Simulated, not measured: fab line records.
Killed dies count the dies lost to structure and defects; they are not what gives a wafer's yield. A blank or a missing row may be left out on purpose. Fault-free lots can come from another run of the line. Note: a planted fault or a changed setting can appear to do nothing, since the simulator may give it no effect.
fab line records ; flow n5-finfet ; part 2 of 2: steps 5 to 6 of 6
record: lots: 24; wafers: 72; last-day: 18
route steps=1938 shown BEOL_M3@955 BEOL_M4@1021
lots with no fault: from the same line, run without faults
start-h: hours from the record's opening day to when the first of the lot's shown wafers began ; wait-h: hours from the lot's prior step to this one ; " identical to the entry in the row above ; L1.1+2: a single row standing in for several wafers ; - value missing, or start not given ; * or withheld: withheld ; < > ~ a bound
route shown NAME@n: NAME is a module with steps in the file, n the number in the route of the first one ; usual: mean and standard deviation over wafers with no fault ; same: alike in all rows ; chamber/n: place in a boat ; sites: readings site by site ; _std_site: standard deviation across them ; _edge_site: outer sites' mean less inner sites' ; radius-mm: how far each site lies from the wafer's centre ; mask NAME#n: copy n ; behind: tool/chamber where the wafer was last shaped ; hold: why the lot was held/for how many hours/how that ended ; device: which transistor (n, p or np) failed to switch ; end of line: the tests these same wafers got at the end of their route ; a step with no rows: only its recipe ; killed: dies that structure and defects cost at the first sort, which is not the same as the wafer's yield ; map: shows each die of a wafer: x if killed, . if not, _ if none is there
set.NAME: the setting the step ran with; set.NAME@STEP: the setting that earlier step ran with ; model.NAME: the simulator's own value behind a step, which no gauge read
a sample of lots followed through the steps of the route, with each step as a table and each wafer as a row
services: the hour from which a tool's chamber was out of use, counted from the record's first day as start-h (under 0 if before that day), plus the number of hours and why
== steps ==
step: N5_BEOL_M4_ILD_DEP_00
recipe: material: SiOC; target-thk-a: 790; temp-c: 350; precursor: DEMS/O2; pressure-torr: 5; rf-w: 500; time-s: 15.3
usual: heater-power-w: 446/67; showerhead-plenum-p-Torr: 5.697/0.015; throttle-valve-pct: 11.9/0.38
lot.wafer;tool;chamber;start-h;wait-h;heater-power-w;showerhead-plenum-p-Torr;throttle-valve-pct
L074.2;pecvd-04;2;155.19;0.0;428;5.685;11.7
L074.3;pecvd-04;1;155.19;0.0;482;5.692;11.8
L074.4;pecvd-04;0;155.19;0.0;398;5.700;11.6
L076.1;pecvd-01;2;156.77;0.0;411;5.681;11.5
L076.2;pecvd-01;1;156.77;0.0;581;5.689;12.5
L076.4;pecvd-01;0;156.77;0.0;395;5.706;11.9
L075.3;pecvd-01;2;166.26;0.0;370;5.689;11.5
L075.4;pecvd-01;1;166.26;0.0;514;5.685;12.8
L075.5;pecvd-01;2;166.26;0.0;380;5.684;11.6
L077.1;pecvd-04;2;168.69;0.0;452;5.692;11.6
L077.4;pecvd-04;2;168.69;0.0;443;5.694;11.8
L077.6;pecvd-04;0;168.69;0.0;360;5.705;11.6
L078.3;pecvd-01;1;171.25;0.0;534;5.690;12.4
L078.5;pecvd-01;2;171.25;0.0;364;5.687;11.6
L078.6;pecvd-01;0;171.25;0.0;339;5.696;11.5
L079.1;pecvd-04;2;190.36;0.0;510;5.689;11.6
L079.2;pecvd-04;0;190.36;0.0;401;5.708;11.9
L079.6;pecvd-04;0;190.36;0.0;394;5.708;11.4
L081.2;pecvd-04;2;198.91;0.0;452;5.691;11.8
L081.4;pecvd-04;0;198.91;0.0;426;5.700;11.7
L081.5;pecvd-04;2;198.91;0.0;440;5.691;11.8
L082.4;pecvd-01;0;204.92;0.1;404;5.709;11.5
L082.5;pecvd-01;1;204.92;0.1;540;5.675;12.5
L082.6;pecvd-01;2;204.92;0.1;431;5.695;11.5
L080.1;pecvd-01;2;205.18;0.0;381;5.674;11.7
L080.2;pecvd-01;0;205.18;0.0;416;5.707;11.7
L080.4;pecvd-01;1;205.18;0.0;585;5.676;12.4
L083.1;pecvd-03;1;208.77;0.0;442;5.691;12.0
L083.2;pecvd-03;0;208.77;0.0;462;5.722;12.1
L083.6;pecvd-03;1;208.77;0.0;438;5.711;12.1
L084.3;pecvd-04;2;212.80;0.0;474;5.669;11.9
L084.5;pecvd-04;0;212.80;0.0;424;5.718;11.5
L084.6;pecvd-04;1;212.80;0.0;491;5.695;11.5
L085.1;pecvd-04;0;224.00;0.0;364;5.707;11.7
L085.3;pecvd-04;0;224.00;0.0;357;5.714;11.5
L085.5;pecvd-04;2;224.00;0.0;448;5.683;11.8
L086.1;pecvd-04;0;240.07;0.0;399;5.681;11.8
L086.2;pecvd-04;2;240.07;0.0;471;5.704;12.1
L086.3;pecvd-04;1;240.07;0.0;518;5.697;11.9
L087.1;pecvd-04;0;243.33;0.0;366;5.701;12.0
L087.3;pecvd-04;2;243.33;0.0;436;5.684;12.0
L087.4;pecvd-04;1;243.33;0.0;431;5.689;11.9
L088.1;pecvd-01;0;247.71;0.0;432;5.712;11.8
L088.4;pecvd-01;1;247.71;0.0;538;5.680;12.5
L088.5;pecvd-01;0;247.71;0.0;433;5.720;11.9
L090.3;pecvd-01;1;256.10;0.0;457;5.675;12.6
L090.4;pecvd-01;1;256.10;0.0;482;5.686;12.3
L090.6;pecvd-01;2;256.10;0.0;427;5.693;11.6
L089.3;pecvd-03;2;258.85;0.0;281;5.683;11.4
L089.5;pecvd-03;0;258.85;0.0;515;5.721;12.4
L089.6;pecvd-03;1;258.85;0.0;517;5.708;12.1
L091.2;pecvd-03;2;263.44;0.0;341;5.669;11.4
L091.3;pecvd-03;1;263.44;0.0;477;5.694;12.1
L091.6;pecvd-03;2;263.44;0.0;347;5.680;11.7
L092.2;pecvd-03;1;270.71;0.0;533;5.695;12.2
L092.3;pecvd-03;0;270.71;0.0;471;5.718;11.9
L092.4;pecvd-03;1;270.71;0.0;544;5.699;12.2
L094.1;pecvd-01;0;275.08;0.0;434;5.707;11.9
L094.2;pecvd-01;1;275.08;0.0;539;5.681;12.7
L094.4;pecvd-01;0;275.08;0.0;330;5.699;11.8
L093.1;pecvd-01;1;275.48;0.0;579;5.684;12.8
L093.2;pecvd-01;0;275.48;0.0;395;5.724;11.7
L093.4;pecvd-01;1;275.48;0.0;465;5.684;12.9
L095.2;pecvd-01;0;279.95;0.0;389;5.720;11.7
L095.3;pecvd-01;0;279.95;0.0;398;5.712;11.7
L095.4;pecvd-01;1;279.95;0.0;596;5.689;12.8
L096.3;pecvd-04;2;293.97;0.0;490;5.698;12.2
L096.5;pecvd-04;2;293.97;0.0;492;5.692;11.9
L096.6;pecvd-04;1;293.97;0.0;522;5.706;11.8
L097.1;pecvd-03;1;304.27;0.0;468;5.705;12.0
L097.4;pecvd-03;1;304.27;0.0;474;5.711;12.4
L097.5;pecvd-03;0;304.27;0.0;499;5.717;12.0
step: N5_BEOL_M4_ETCH_69
recipe: chemistry: CF4; target: SiARC; target-depth-a: 156; mask-material: CAR-EUV; time-s: 26; ion-energy-ev: 80; pressure-mtorr: 40; source-w: 545; bias-w: 36; Ar_flow_sccm: 100; cf4-flow-sccm: 100; ends: cleared
usual: drypump-motor-current-A: 5.6/0.39; etch-rf-on-time-s: 26.0/0.47; oes-product-au: 0.69/0.07; rf-vpp-V: 184.2/1.2; showerhead-plenum-p-Torr: 2.15/0.066; throttle-valve-pct: 15.49/0.19
lot.wafer;tool;chamber;start-h;wait-h;drypump-motor-current-A;etch-rf-on-time-s;oes-product-au;rf-hours-counter-h;rf-vpp-V;showerhead-plenum-p-Torr;throttle-valve-pct
L074.2;rie-diel-02;3;157.49;0.0;5.5;26.7;0.75;34;183.4;2.11;15.61
L074.3;rie-diel-02;0;157.49;0.0;5.4;26.9;0.67;108;185.1;2.16;15.41
L074.4;rie-diel-02;3;157.49;0.0;5.5;26.7;0.75;-;182.3;2.11;15.61
L076.1;rie-diel-05;3;159.89;0.0;5.7;26.1;0.61;198;183.6;2.13;15.56
L076.2;rie-diel-05;2;159.89;0.0;5.8;26.0;0.61;187;185.3;2.21;15.31
L076.4;rie-diel-05;0;159.89;0.0;5.6;26.0;0.75;-;185.3;2.26;15.46
L075.3;rie-diel-05;2;169.70;0.0;5.8;26.1;0.61;191;185.0;2.21;15.31
L075.4;rie-diel-05;2;169.70;0.0;5.8;26.0;0.60;-;186.1;2.21;15.32
L075.5;rie-diel-05;3;169.70;0.0;5.7;26.4;0.60;-;185.0;2.13;15.57
L077.1;rie-diel-02;3;171.46;0.0;5.5;26.5;0.75;40;182.9;2.11;15.61
L077.4;rie-diel-02;0;171.46;0.0;5.4;26.4;0.67;113;183.1;2.16;15.44
L077.6;rie-diel-02;2;171.46;0.0;6.6;26.3;0.65;-;183.2;2.05;15.50
L078.3;rie-diel-04;3;177.03;0.0;5.0;25.6;0.78;37;186.2;2.26;15.25
L078.5;rie-diel-04;0;177.03;0.0;5.9;26.4;0.64;-;184.3;2.13;15.53
L078.6;rie-diel-04;1;177.03;0.0;5.4;26.2;0.80;-;182.5;2.09;15.01
L079.1;rie-diel-04;2;192.52;0.0;5.7;25.0;0.64;182;185.5;2.22;15.79
L079.2;rie-diel-04;3;192.52;0.0;5.0;25.8;0.77;41;184.9;2.26;15.27
L079.6;rie-diel-04;2;192.52;0.0;5.7;25.1;0.64;-;185.3;2.23;15.80
L081.2;rie-diel-02;1;201.10;0.0;5.3;25.6;0.78;11;186.6;2.19;15.56
L081.4;rie-diel-02;0;201.10;0.0;5.4;26.1;0.67;122;183.4;2.16;15.45
L081.5;rie-diel-02;2;201.10;0.0;6.6;26.1;0.64;-;182.3;2.05;15.53
L082.4;rie-diel-04;3;207.10;0.0;5.0;25.8;0.76;46;186.4;2.26;15.27
L082.5;rie-diel-04;1;207.10;0.0;5.4;26.0;0.78;-;182.8;2.09;15.03
L082.6;rie-diel-04;2;207.10;0.0;5.7;25.0;0.64;-;186.2;2.22;15.81
L080.1;rie-diel-02;0;207.81;0.0;5.4;26.6;0.66;124;182.4;2.16;15.44
L080.2;rie-diel-02;2;207.81;0.0;6.6;26.2;0.63;164;184.7;2.05;15.51
L080.4;rie-diel-02;3;207.81;0.0;5.5;26.6;0.74;51;183.4;2.10;15.65
L083.1;rie-diel-04;1;211.36;0.0;5.3;26.2;0.77;16;183.1;2.09;15.04
L083.2;rie-diel-04;2;211.36;0.0;5.7;25.2;0.64;188;184.1;2.22;15.80
L083.6;rie-diel-04;3;211.36;0.0;5.0;25.5;0.76;-;186.3;2.26;15.27
L084.3;rie-diel-05;3;215.71;0.0;5.7;26.4;0.60;220;183.9;2.12;15.60
L084.5;rie-diel-05;2;215.71;0.0;5.8;25.9;0.59;-;184.2;2.20;15.37
L084.6;rie-diel-05;3;215.71;0.0;5.7;26.4;0.59;-;184.5;2.12;15.60
L085.1;rie-diel-05;3;227.42;0.0;5.7;26.7;0.59;223;183.5;2.12;15.61
L085.3;rie-diel-05;2;227.42;0.0;5.8;26.2;0.58;212;185.7;2.20;15.36
L085.5;rie-diel-05;1;227.42;0.0;5.4;25.3;0.81;-;184.6;2.11;15.47
L086.1;rie-diel-02;3;242.23;0.0;5.5;26.2;0.73;63;183.4;2.10;15.67
L086.2;rie-diel-02;1;242.23;0.0;5.4;25.7;0.75;25;184.8;2.19;15.58
L086.3;rie-diel-02;2;242.23;0.0;6.6;26.4;0.63;175;182.6;2.05;15.54
L087.1;rie-diel-02;3;245.21;0.0;5.5;26.3;0.73;64;184.5;2.10;15.67
L087.3;rie-diel-02;0;245.21;0.0;5.4;26.4;0.65;137;184.8;2.15;15.48
L087.4;rie-diel-02;1;245.21;0.0;5.4;26.0;0.74;26;183.3;2.19;15.57
L088.1;rie-diel-04;0;252.38;0.0;5.9;26.5;0.62;199;184.9;2.12;15.58
L088.4;rie-diel-04;3;252.38;0.0;5.0;25.7;0.74;63;185.3;2.25;15.31
L088.5;rie-diel-04;0;252.38;0.0;5.9;26.6;0.62;-;184.6;2.12;15.56
L090.3;rie-diel-04;2;259.56;0.0;5.7;25.1;0.62;206;185.1;2.22;15.85
L090.4;rie-diel-04;1;259.56;0.0;5.4;26.1;0.74;34;183.6;2.08;15.08
L090.6;rie-diel-04;0;259.56;0.0;5.9;26.5;0.62;-;184.0;2.12;15.58
L089.3;rie-diel-05;2;260.67;0.0;5.8;26.0;0.59;224;184.0;2.20;15.37
L089.5;rie-diel-05;1;260.67;0.0;5.4;25.1;0.79;-;182.4;2.10;15.48
L089.6;rie-diel-05;0;260.67;0.0;5.6;26.1;0.71;-;184.4;2.25;15.54
L091.2;rie-diel-05;0;266.22;0.0;5.5;26.2;0.70;81;186.0;2.25;15.53
L091.3;rie-diel-05;1;266.22;0.0;5.4;25.2;0.78;27;182.7;2.10;15.50
L091.6;rie-diel-05;1;266.22;0.0;5.4;25.0;0.78;-;184.5;2.10;15.50
L092.2;rie-diel-02;3;272.96;0.0;5.5;26.2;0.72;74;184.5;2.10;15.68
L092.3;rie-diel-02;1;272.96;0.0;5.4;25.7;0.74;35;186.1;2.18;15.59
L092.4;rie-diel-02;2;272.96;0.0;6.6;26.2;0.62;187;183.8;2.04;15.55
L094.1;rie-diel-04;2;277.66;0.0;5.7;25.2;0.62;211;185.1;2.21;15.87
L094.2;rie-diel-04;3;277.66;0.0;5.0;25.8;0.72;72;185.0;2.25;15.34
L094.4;rie-diel-04;1;277.66;0.0;5.4;26.0;0.73;42;183.9;2.08;15.08
L093.1;rie-diel-02;3;277.82;0.0;5.5;26.5;0.71;76;183.9;2.10;15.69
L093.2;rie-diel-02;2;277.82;0.0;6.6;26.8;0.61;188;184.2;2.04;15.57
L093.4;rie-diel-02;1;277.82;0.0;5.4;25.8;0.73;37;182.8;2.18;15.60
L095.2;rie-diel-05;0;283.48;0.0;5.6;26.0;0.70;86;184.4;2.25;15.55
L095.3;rie-diel-05;2;283.48;0.0;5.7;26.0;0.58;232;185.2;2.20;15.39
L095.4;rie-diel-05;3;283.48;0.0;5.7;26.4;0.58;243;183.7;2.12;15.65
L096.3;rie-diel-05;1;296.36;0.0;5.4;24.8;0.78;36;182.3;2.10;15.50
L096.5;rie-diel-05;0;296.36;0.0;5.5;26.1;0.69;-;186.4;2.25;15.55
L096.6;rie-diel-05;1;296.36;0.0;5.4;25.0;0.77;-;182.9;2.10;15.52
L097.1;rie-diel-04;2;306.55;0.0;5.7;25.3;0.61;220;184.2;2.21;15.87
L097.4;rie-diel-04;3;306.55;0.0;4.9;25.5;0.72;82;185.8;2.25;15.32
L097.5;rie-diel-04;1;306.55;0.0;5.4;26.1;0.72;-;183.5;2.08;15.10
== services ==
tool;chamber;start-h;hours;kind
rie-diel-05;2;127.78;5.4;repair
rie-diel-04;0;133.20;5.6;repair
pecvd-04;0;138.59;10.1;repair
rie-diel-01;2;143.72;-;clean
rie-diel-01;2;143.72;-;consumable-replace:focus-ring
rie-diel-01;2;143.72;12.9;scheduled-down
rie-diel-01;2;143.72;12.9;vent-cycle
rie-diel-01;3;161.64;11.6;repair
rie-diel-03;3;167.69;6.6;repair
rie-diel-06;-;193.26;2.8;pm
rie-diel-05;3;207.52;3.0;repair
rie-diel-06;1;217.57;10.0;repair
rie-diel-03;3;222.21;10.9;repair
rie-diel-03;1;238.81;-;clean
rie-diel-03;1;238.81;-;consumable-replace:focus-ring
rie-diel-03;1;238.81;25.4;scheduled-down
rie-diel-03;1;238.81;25.4;vent-cycle
rie-diel-03;-;252.59;14.6;pm
pecvd-03;-;261.81;1.5;repair
rie-diel-04;2;266.00;8.9;repair
pecvd-01;2;269.11;12.2;repair
rie-diel-03;2;270.09;9.5;repair
rie-diel-06;-;278.78;15.6;pm
pecvd-01;2;300.55;5.5;scheduled-down
